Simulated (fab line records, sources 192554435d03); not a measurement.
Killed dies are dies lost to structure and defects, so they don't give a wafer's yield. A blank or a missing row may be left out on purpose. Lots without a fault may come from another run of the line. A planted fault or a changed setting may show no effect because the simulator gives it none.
Split-lot experiment | flow n5_finfet | 7 lots, 21 wafers read, on a route of 1938 steps

THE SPLIT
At N5_HKMG_FIN_ETCH_58 (etches SOC in N2/H2, target depth 215.8 nm, time 741 s), the setting source_w was moved away from the recipe's 875 W on 7 of the 21 wafers read, by -17.8% to +4.6%. The other wafers ran this setting at the recipe's value.

The reading is taken at the split's own step.

THE READING
rf_vpp_V, in V, at N5_HKMG_FIN_ETCH_58 (etches SOC in N2/H2, target depth 215.8 nm, time 741 s). Fault-free wafers of this fab line usually give 99.1 V, standard deviation 0.92 V.

wafer  | tool, chamber at the split | source_w as run, W | against the recipe | rf_vpp_V, V | against lot-mates on the recipe
L079.1 | rie_diel-01, 0             | 796.3              | -9.0%              | 101.6       | +4.0
L079.2 | rie_diel-01, 3             | 796.3              | -9.0%              | 102.0       | +4.4
L079.6 | rie_diel-01, 0             | 875                | recipe             | 97.6        | -
L080.2 | rie_diel-06, 2             | 875                | recipe             | 98.2        | -
L080.3 | rie_diel-06, 1             | 875                | recipe             | 101.6       | -
L080.5 | rie_diel-06, 1             | 875                | recipe             | 100.5       | -
L082.2 | rie_diel-01, 3             | 819.1              | -6.4%              | 100.8       | +0.1
L082.3 | rie_diel-01, 2             | 819.1              | -6.4%              | 101.3       | +0.6
L082.5 | rie_diel-01, 3             | 875                | recipe             | 100.7       | -
L085.1 | rie_diel-06, 1             | 915.5              | +4.6%              | 99.0        | +0.1
L085.2 | rie_diel-06, 3             | 875                | recipe             | 99.5        | -
L085.5 | rie_diel-06, 2             | 875                | recipe             | 98.3        | -
L093.2 | rie_diel-05, 3             | 820.1              | -6.3%              | 101.9       | +2.2
L093.4 | rie_diel-05, 1             | 875                | recipe             | 99.7        | -
L093.5 | rie_diel-05, 2             | 875                | recipe             | 99.6        | -
L094.1 | rie_diel-01, 3             | 875                | recipe             | 99.0        | -
L094.3 | rie_diel-01, 2             | 875                | recipe             | 97.8        | -
L094.5 | rie_diel-01, 0             | 875                | recipe             | 97.9        | -
L097.2 | rie_diel-01, 3             | 719.3              | -17.8%             | 105.5       | +6.6
L097.3 | rie_diel-01, 0             | 875                | recipe             | 98.9        | -
L097.6 | rie_diel-01, 0             | 875                | recipe             | 98.9        | -

THE FIT
A straight line over all 21 wafers: rf_vpp_V changes by -0.318 V for each +1% of source_w; r = -0.84; the points scatter about the line by 1.1 V.
The same after taking each lot's own level away (the mean of its wafers on the recipe; 21 wafers): -0.335 V for each +1%; r = -0.86; scatter 1 V.
On that fit, the largest move of source_w shifts the reading by 6 V.
The lots' own levels span 97.60 to 100.70 V, that is 3.4 times the standard deviation above.
So the lot-to-lot level changes the slope little: the two slopes agree.
Check: with one of the wafers moved furthest among these (-17.8%) left out of the fit, the line predicts +5.4 V for it against its lot-mates. It came out at +6.6 V against them.
Tool readings at the split's step, against how far the setting was moved: rf_vpp_V r = -0.84.

OTHER SPLITS ON THESE WAFERS
These wafers also went through other splits before the reading. Each is held against what the fit with the lots' levels taken away leaves over:
other split on the same wafers        | wafers away from the commonest value | r with rf_vpp_V (lot level and that fit taken away)
N5_DUMMY_GATE_EXPOSE_12 dose_mj       | 9                                    | +0.44
N5_SD_EPI_N_PEB_07 peb_temp_c         | 6                                    | +0.03
N5_SD_EPI_N_DEVELOP_08 develop_time_s | 10                                   | -0.11
N5_SDB_HM_DEP_00 time_s               | 6                                    | +0.25
N5_SDB_COAT_05 spin_rpm               | 5                                    | +0.02
N5_HKMG_FIN_ETCH_54 bias_w            | 4                                    | +0.02

THE WHOLE CHAIN: every reading that the file lists as answering this split, in the file's order
step                | what it does                                           | reading                                                                         | change (the file's fit)              | r (the file's)
N5_HKMG_FIN_ETCH_58 | etches SOC in N2/H2, target depth 215.8 nm, time 741 s | rf_vpp_V                                                                        | -0.342 V for each +1% of the setting | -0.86
N5_HKMG_FIN_ETCH_58 | etches SOC in N2/H2, target depth 215.8 nm, time 741 s | etch.depth_nm (the simulator's own value, which no gauge read)                  | +1.75 nm for each +1% of the setting | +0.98
N5_HKMG_FIN_ETCH_58 | etches SOC in N2/H2, target depth 215.8 nm, time 741 s | SOC_of_HKMG_FIN_COAT_41.thk_nm (the simulator's own value, which no gauge read) | -1.8 nm for each +1% of the setting  | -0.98
N5_HKMG_FIN_ETCH_58 | etches SOC in N2/H2, target depth 215.8 nm, time 741 s | HKMG_FIN.feature_depth_nm (the simulator's own value, which no gauge read)      | +1.75 nm for each +1% of the setting | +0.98

THE FILE'S OWN FIT
rf_vpp_V changes by -0.342 V for each +1% of source_w, r = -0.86.
